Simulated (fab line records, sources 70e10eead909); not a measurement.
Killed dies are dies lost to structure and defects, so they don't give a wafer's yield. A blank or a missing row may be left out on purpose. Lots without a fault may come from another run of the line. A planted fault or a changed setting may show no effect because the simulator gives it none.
Problem report in the 8D (eight disciplines) form, filled by code | flow nand_harc | the parts of the form that need people (team, actions taken, sign-off) are left out

1. THE PROBLEM
run_length_s at NHARC_A_BONDPAD_ETCH_12 reads a mean of 127.6 s on 2 wafers of 2 lots; wafers without a fault read 131.4 s with a standard deviation of 0.41. That is -9.3 standard deviations from the usual mean.
The step: etches the open film in CHF3/O2, target depth 220 nm, time 110 s.
First seen on wafer L852.1, day 25 15:44, on rie_diel-10. The record holds 36 wafers of 12 lots with a number at this step. Rule for "out", or "out of limits": more than 4 standard deviations from the usual mean. The other wafers with a number count as sound.

2. WHAT IT IS AND WHAT IT IS NOT
question                    | is                | is not
which readings at this step | run_length_s      | drypump_motor_current_A, oes_product_au, rf_vpp_V, showerhead_plenum_p_Torr, throttle_valve_pct
which lots                  | L852, L853        | L845, L846, L847, L850, L861, L862, L864, L865, L866, L867
which wafers of those lots  | L852.1, L853.1    | L852.4, L852.6, L853.2, L853.4
read on which tools         | rie_diel-10       | rie_diel-06
when                        | from day 25 15:44 | up to then (14 sound wafers); but 20 sound wafers of L853, L861, L862, L864, L865, L866, L867 came after

3. SUSPECTS, AND WHAT RULES EACH OUT
Counting: a tool at a process step up to the reading stays a suspect if it ran every lot that is out. Sound lots after the first of them don't rule it out here, since some wafers of a struck lot are sound.
- cmp-01 at NHARC_A_BONDPAD_CMP_29 (polishes SiCN, target thk 200 nm): kept. It ran every lot that is out, first L852 (day 25 14:34); its last sound lot up to then is L850 (day 25 04:38).
- rie_diel-10 at NHARC_A_BONDPAD_ETCH_34 (etches the open film in N2/H2, target depth 60 nm, overetch 18 nm, time 65.91 s): kept. It ran every lot that is out, first L852 (day 25 15:39); its last sound lot up to then is L847 (day 23 18:20).
- rie_diel-10 at NHARC_A_BONDPAD_ETCH_12 (etches the open film in CHF3/O2, target depth 220 nm, time 110 s): kept. It ran every lot that is out, first L852 (day 25 15:44); its last sound lot up to then is L847 (day 23 18:27). Its own readings are out on those wafers: run_length_s.
- Within cmp-01 at NHARC_A_BONDPAD_CMP_29: the wafers that are out ran in chambers 0, 3; their sound lot-mates ran in chambers 1, 2.
Left after counting: cmp-01 at NHARC_A_BONDPAD_CMP_29, rie_diel-10 at NHARC_A_BONDPAD_ETCH_34, rie_diel-10 at NHARC_A_BONDPAD_ETCH_12.

4. THE CAUSE (what the simulator had put in)
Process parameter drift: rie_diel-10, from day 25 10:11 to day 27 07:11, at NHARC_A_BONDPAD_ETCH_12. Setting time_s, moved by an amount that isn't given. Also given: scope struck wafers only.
Counting left 3 suspects, and this tool is among them.

5. THE CHAIN OF EFFECTS, in route order
Each row: a reading whose mean over the struck wafers that have a number lies more than 3 standard deviations from the usual. Only readings for which the record gives a usual standard deviation are gone through. hours: the time from each lot's start at the first step in this table that gives one to its start at this step, as a median over the lots. sigmas: the change in usual standard deviations.
hours | step                    | reading      | usual   | on struck wafers | change | sigmas
0     | NHARC_A_BONDPAD_ETCH_12 | run_length_s | 131.4 s | 127.6            | -3.8   | -9.3
The process steps in it:
- NHARC_A_BONDPAD_ETCH_12: etches the open film in CHF3/O2, target depth 220 nm, time 110 s.
Later measuring or inspecting steps at which every struck wafer that the step has a row for has a number for every such reading, and none has moved that far: NHARC_A_BONDPAD_THK_MEAS_20.

6. WHAT WOULD HAVE CAUGHT IT SOONER
In this record the first reading out of limits was taken at day 25 15:44, 6 hours after the fault began at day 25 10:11.
